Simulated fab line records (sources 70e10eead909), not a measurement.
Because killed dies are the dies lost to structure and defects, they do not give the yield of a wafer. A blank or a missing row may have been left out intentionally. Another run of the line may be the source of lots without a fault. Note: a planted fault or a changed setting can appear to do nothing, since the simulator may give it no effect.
Matching of chambers :: flow nand harc :: 4 sister chambers for NHARC_A_STAIRCASE_ALD_420 on ald hk-01
The step deposits SiO2, target thk 20 nm, pulse time 6 s, ald cycles 200. 4 wafers are shown with their chamber, then 8 later ones without.

EACH WAFER AND ITS CHAMBER
wafer: L080.5
chamber: 2
heater power w (W): 555

wafer: L084.6
chamber: 0
heater power w (W): 420

wafer: L085.3
chamber: 3
heater power w (W): 506

wafer: L086.3
chamber: 1
heater power w (W): 389

WAFERS WHOSE CHAMBER IS MISSING
wafer: L086.5
heater power w (W): 374

wafer: L086.6
heater power w (W): 535

wafer: L087.1
heater power w (W): 381

wafer: L087.3
heater power w (W): 433

wafer: L087.6
heater power w (W): 513

wafer: L094.2
heater power w (W): 391

wafer: L094.3
heater power w (W): 425

wafer: L094.4
heater power w (W): 548

EACH ONE'S CHAMBER
wafer: L086.5
from the rows above: 1
in truth: 1

wafer: L086.6
from the rows above: can't be placed: 2 or 3
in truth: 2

wafer: L087.1
from the rows above: 1
in truth: 1

wafer: L087.3
from the rows above: 0
in truth: 0

wafer: L087.6
from the rows above: 3
in truth: 3

wafer: L094.2
from the rows above: 1
in truth: 1

wafer: L094.3
from the rows above: 0
in truth: 0

wafer: L094.4
from the rows above: 2
in truth: 2
7 of 8 placed correctly. From these rows, 1 cannot be placed; in 1 the true chamber is one of the candidates. Wrongly placed: 0.
How it was worked out, from the rows above alone: a wafer's distance from a chamber is the root of the sum, over the readings, of the square of ((its reading less the chamber's mean) divided by the reading's scatter). The wafer belongs to the nearest chamber; if the next one is less than 2 further off, it can't be placed. For every chamber, the mean is computed from those of its wafers that are shown. The scatter (one wafer shown for each chamber): square how far every hidden wafer sits from the nearest shown wafer, average those squares and take the square root.
